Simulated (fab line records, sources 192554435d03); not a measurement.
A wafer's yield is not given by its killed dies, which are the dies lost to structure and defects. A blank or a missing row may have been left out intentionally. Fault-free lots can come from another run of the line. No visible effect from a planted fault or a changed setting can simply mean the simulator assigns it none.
Chamber matching    flow n5-finfet    rie-diel-02 running N5_BEOL_M3_STRIP_36: 4 sister chambers
The step strips in N2/H2. 8 wafers are shown with their chamber, then 10 later ones without.

EACH WAFER AND ITS CHAMBER
wafer   chamber  drypump-motor-current-A (A)  throttle-valve-pct (%)
L077.6  2        5.2                          23.7
L088.5  3        5.9                          23.6
L090.5  0        6.5                          23.8
L091.3  1        5.9                          24.2
L091.5  1        5.9                          24.2
L091.6  2        5.2                          23.8
L093.1  0        6.6                          23.5
L093.2  3        5.9                          23.6

WAFERS WITH NO CHAMBER GIVEN
wafer   drypump-motor-current-A (A)  throttle-valve-pct (%)
L093.4  5.9                          24.2
L094.1  5.9                          24.2
L094.2  6.6                          23.5
L094.5  5.9                          24.2
L095.2  6.5                          23.5
L095.3  5.9                          23.6
L095.4  5.3                          23.8
L096.2  5.9                          24.2
L096.3  5.9                          23.6
L096.4  5.3                          23.8

EACH ONE'S CHAMBER
wafer   from the rows above  in truth
L093.4  1                    1
L094.1  1                    1
L094.2  0                    0
L094.5  1                    1
L095.2  0                    0
L095.3  3                    3
L095.4  2                    2
L096.2  1                    1
L096.3  3                    3
L096.4  2                    2
10 of 10 placed correctly. Not placeable from these rows: 0. 0 placed wrongly.
How it was worked out, from the rows above alone: a wafer's distance from a chamber is the root of the sum, over the readings, of the square of ((its reading less the chamber's mean) divided by the reading's scatter). If the next closest chamber is less than 2 further off than the closest, the wafer can't be placed; otherwise it belongs to the closest. For every chamber, the mean is computed from those of its wafers that are shown. The scatter: the root of (the sum of the squares of (reading less its chamber's mean) over the shown wafers, divided by (wafers less chambers)).
